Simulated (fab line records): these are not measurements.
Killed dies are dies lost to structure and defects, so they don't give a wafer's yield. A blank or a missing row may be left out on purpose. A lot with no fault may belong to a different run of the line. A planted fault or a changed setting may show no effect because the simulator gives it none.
A lot that was struck, set against a sound lot	flow nand-harc	14 steps out of a route of 1159
Sound: wafers L300.3, L300.5, L300.6. Wafers struck: L310.2, L310.5, L310.6. The cause comes at the end.
At each step with rows: each side's tool, then ch and its chambers, then its first start. Under that, the readings that differ: sound wafers	struck wafers	difference of the means	sigmas: that difference in standard deviations of wafers without a fault.
alike: same words and numbers on both sides, and readings whose means sit less than 2 such deviations apart. not compared: any withheld reading, any reading some wafer has no value for, any bound like >300 that may hide the same value, and any number with overlapping values for which the record gives no deviation.
The two part at a step that has a row with sigmas, a row that says differs or no value, or rows on one side only. Non-overlapping numbers with no deviation appear without sigmas and do not part them. A reading missing from all wafers of one side parts the sides only when that side holds two or more wafers.

first, 2 steps without rows for these wafers: NHARC_A_SOURCE_PLATE_SRD_01; NHARC_A_SOURCE_PLATE_OXIDE_02 (material SiO2, target thk 10 nm, ox time 1362 s).
NHARC_A_SOURCE_PLATE_THK_MEAS_09: measures by ellipsometry.
  struck on film-metro-01, day 11 01:11; sound on film-metro-02, day 8 10:19
  alike: thk-nm
then, 3 steps without rows for these wafers: NHARC_A_SOURCE_PLATE_PVD_04 (deposits WSi2, target thk 50 nm); NHARC_A_SOURCE_PLATE_CVD_03 (deposits poly-Si, target thk 200 nm, time 4000 s); NHARC_A_SOURCE_PLATE_ANNEAL_05 (time 1800 s).
NHARC_A_SOURCE_PLATE_THK_MEAS_06: measures by ellipsometry.
  struck on film-metro-02, day 11 14:12; sound on film-metro-01, day 8 23:26
  alike: thk-nm
NHARC_A_SOURCE_PLATE_INSPECT_08:
  struck on defect-inspect-01, day 11 14:17; sound on defect-inspect-02, day 8 23:31
  alike: raw-defect-count
following that, 1 step holds no rows for these wafers, namely NHARC_A_ONON_D1_DEP_00 (target thickness 1000 nm).
NHARC_A_ONON_D1_THK_MEAS_02: measures by ellipsometry.
  struck on film-metro-01, day 11 14:52; sound on film-metro-02, day 9 00:06
  alike: thk-nm
NHARC_A_ONON_D1_DEP_03: target thk 1000 nm.
  sound on pecvd-onon-02 ch 0, day 9 00:16; struck on pecvd-onon-04 ch 0, day 11 14:58
reading	sound	struck	difference	sigmas
susceptor-temp-C (C)	399.91 399.71 399.35	400.23 400.42 400.04	+0.57	+2
  alike: n2-flow-sccm, sih4-flow-sccm
NHARC_A_ONON_D1_THK_MEAS_05: measures by ellipsometry.
  struck on film-metro-01, day 11 15:25; sound on film-metro-01, day 9 00:40
reading	sound	struck	difference	sigmas
thk-nm (nm)	1014 1014 1012	595 597 598	-417	-65
following that, 1 step holds no rows for these wafers, namely NHARC_A_ONON_D1_DEP_06 (target thickness 1000 nm).
-- jump in the record: it breaks off in module A_ONON_D1 and resumes in module END (first step shown: number 1159 of the route), and 12 days separate the struck wafers' starts before and after --
NHARC_END_SORT_01:
  sound on prober-02 ch 0, day 21 08:17; struck on prober-02 ch 0, day 23 20:14
reading	sound	struck	difference	sigmas
killed-at-array	26 19 27	672 675 675	+650	+65
killed-dies	27 27 35	677 677 677	+647	+65
killed-open	6 5 5	1 1 2	-4	-2
  alike: killed-at-other, killed-at-periphery, killed-short

## WHERE THEY PART
First at NHARC_A_ONON_D1_DEP_03; last, within this record, at NHARC_END_SORT_01.

WHY: whatever the simulator had introduced
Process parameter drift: pecvd-onon-04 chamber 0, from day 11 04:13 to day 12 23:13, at NHARC_A_ONON_D1_DEP_03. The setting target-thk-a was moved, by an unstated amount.
